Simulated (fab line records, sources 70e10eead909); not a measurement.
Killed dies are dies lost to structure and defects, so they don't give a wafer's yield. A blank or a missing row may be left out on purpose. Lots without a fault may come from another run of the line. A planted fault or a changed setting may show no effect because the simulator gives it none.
Which tool did it? | flow nand_harc | 7 lots, 21 wafers sampled, at 2 steps of a route of 1302

WHAT THE GAUGES READ, wafer by wafer
NHARC_A_ONON_D2_THK_MEAS_21: measures by ellipsometry.
lot  | measured     | on            | thk_nm (nm)
L988 | day 13 06:40 | film_metro-01 | 1007 1005 1005
L992 | day 14 15:41 | film_metro-01 | 1508 1509 1508
L100 | day 18 19:59 | film_metro-01 | 989 989 989
L103 | day 19 10:26 | film_metro-01 | 985 985 987
L105 | day 20 08:23 | film_metro-02 | 994 994 994
L107 | day 21 00:47 | film_metro-02 | 1002 1002 999
L110 | day 22 18:20 | film_metro-01 | 989 990 988

WHICH TOOL RAN EACH LOT (tool, then ch and the chambers of the sampled wafers, then the start)
lot  | NHARC_A_ONON_D2_DEP_19
L988 | pecvd_onon-02 ch 0, day 13 06:09
L992 | pecvd_onon-02 ch 0, day 14 15:14
L100 | pecvd_onon-01 ch 0, day 18 19:28
L103 | pecvd_onon-01 ch 0, day 19 10:02
L105 | pecvd_onon-02 ch 0, day 20 07:56
L107 | pecvd_onon-02 ch 0, day 21 00:17
L110 | pecvd_onon-04 ch 0, day 22 17:53
- NHARC_A_ONON_D2_DEP_19: target thk 1000 nm.

THE ANSWER, worked out from the rows above alone
Rule: what is usual is taken from the lots themselves. Put in order of their means at a reading, lots are off if they are a third of the lots or fewer, leave a main group of 4 or more, and stand apart from it by a gap of 3 or more times the standard deviation of the main group's means; of several such gaps the widest counts. A main group whose means are all the same, to the digits that the tables above print for the reading, isn't used. A lot without any number at a reading at which 4 lots or more have one is off too. The other lots that the step has rows for count as sound.
Off: L992, at NHARC_A_ONON_D2_THK_MEAS_21 (thk_nm). The main group: mean 994 nm, standard deviation 7.1.
A tool fits if, at a process step before that reading, it ran every lot that is off, and no sound lot after the first of them. The gauges at NHARC_A_ONON_D2_THK_MEAS_21 are tried like those tools. None of those tried fits.

WHAT THE SIMULATOR HAD PUT IN
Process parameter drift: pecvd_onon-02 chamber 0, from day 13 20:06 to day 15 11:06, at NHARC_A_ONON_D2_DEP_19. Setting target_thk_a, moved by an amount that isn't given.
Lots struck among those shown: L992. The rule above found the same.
